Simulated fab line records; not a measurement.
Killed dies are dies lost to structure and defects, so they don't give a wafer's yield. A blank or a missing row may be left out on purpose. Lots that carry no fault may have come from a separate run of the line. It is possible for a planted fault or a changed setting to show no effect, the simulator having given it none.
Chamber matching + flow nandHarc + 4 sister chambers for NHARC_A_CONTACT_CMP_20 on cmp-01
The step polishes, t overpolish 30 s, target thk 300 nm. 22 wafers are shown with their chamber, then 11 later ones without.

## EACH WAFER AND ITS CHAMBER
| wafer  | chamber | motorCurrentA (A) | timeToEndpointS (s) | overpolishRunS (s) |
|--------|---------|-------------------|---------------------|--------------------|
| L074.1 | 2       | 10.8              | 61                  | 29.998             |
| L074.5 | 3       | 13.4              | 61                  | 29.995             |
| L074.6 | 0       | 11.2              | 67                  | 29.989             |
| L075.1 | 2       | 11.0              | 60                  | 29.982             |
| L075.2 | 3       | 13.2              | 60                  | 29.994             |
| L075.6 | 1       | 11.9              | 55                  | 29.987             |
| L078.3 | 1       | 12.0              | 57                  | 30.019             |
| L078.4 | 3       | 12.6              | 61                  | 30.001             |
| L078.6 | 2       | 10.8              | 62                  | 30.003             |
| L079.2 | 3       | 13.5              | 65                  | 30.009             |
| L079.4 | 0       | 11.7              | 66                  | 30.010             |
| L079.6 | 2       | 11.0              | 65                  | 29.989             |
| L081.1 | 2       | 11.3              | 64                  | 30.002             |
| L081.2 | 1       | 11.4              | 58                  | 30.002             |
| L081.6 | 0       | 11.4              | 62                  | 29.994             |
| L084.2 | 2       | 11.3              | 61                  | 29.984             |
| L084.3 | 1       | 12.1              | 53                  | 30.000             |
| L084.5 | 2       | 11.9              | 61                  | 29.995             |
| L085.2 | 3       | 13.3              | 65                  | 30.002             |
| L085.5 | 0       | 11.3              | 65                  | 29.998             |
| L085.6 | 3       | 13.8              | 60                  | 30.009             |
| L091.1 | 0       | 11.1              | 58                  | 30.008             |

SIGNATURES (averages over the wafers above)
| reading         | chamber 0 | chamber 1 | chamber 2 | chamber 3 | scatter within a chamber |
|-----------------|-----------|-----------|-----------|-----------|--------------------------|
| motorCurrentA   | 11.340    | 11.850    | 11.157    | 13.300    | 0.35                     |
| timeToEndpointS | 63.60     | 55.75     | 62.00     | 62.00     | 2.54                     |
| overpolishRunS  | 29.99980  | 30.00200  | 29.99329  | 30.00167  | 0.00907                  |
Rule: for a wafer and a chamber, the distance is found by dividing, reading by reading, the gap between the wafer's reading and the chamber's mean by the reading's scatter, squaring, summing and taking the root. If the next closest chamber is less than 2 further off than the closest, the wafer can't be placed; otherwise it belongs to the closest. The scatter is the square root of a quotient: the sum, over the shown wafers, of each reading's squared deviation from its chamber's mean, divided by wafers minus chambers.

## WAFERS WHOSE CHAMBER IS MISSING
| wafer  | motorCurrentA (A) | timeToEndpointS (s) | overpolishRunS (s) |
|--------|-------------------|---------------------|--------------------|
| L091.2 | 12.0              | 60                  | 30.007             |
| L091.5 | 13.0              | 59                  | 30.007             |
| L093.1 | 12.2              | 57                  | 29.986             |
| L093.3 | 13.3              | 62                  | 29.997             |
| L093.6 | 13.6              | 64                  | 30.017             |
| L096.2 | 13.4              | 60                  | 30.001             |
| L096.4 | 11.2              | 63                  | 29.991             |
| L096.6 | 13.6              | 62                  | 30.001             |
| L097.1 | 13.2              | 60                  | 30.002             |
| L097.3 | 11.6              | 64                  | 29.986             |
| L097.5 | 11.6              | 63                  | 30.008             |

## WHICH CHAMBER EACH WENT THROUGH
| wafer  | from the rows above          | in truth |
|--------|------------------------------|----------|
| L091.2 | can't be placed: 1 or 0 or 2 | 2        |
| L091.5 | can't be placed: 3 or 1      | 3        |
| L093.1 | can't be placed: 1 or 2 or 0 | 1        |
| L093.3 | 3                            | 3        |
| L093.6 | 3                            | 3        |
| L096.2 | 3                            | 3        |
| L096.4 | can't be placed: 2 or 0      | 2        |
| L096.6 | 3                            | 3        |
| L097.1 | 3                            | 3        |
| L097.3 | can't be placed: 2 or 0      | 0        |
| L097.5 | can't be placed: 0 or 2 or 1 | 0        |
5 of 11 placed correctly. Unplaceable from these rows: 6, with the true chamber sitting among the candidates in 6. Number placed wrongly: 0.
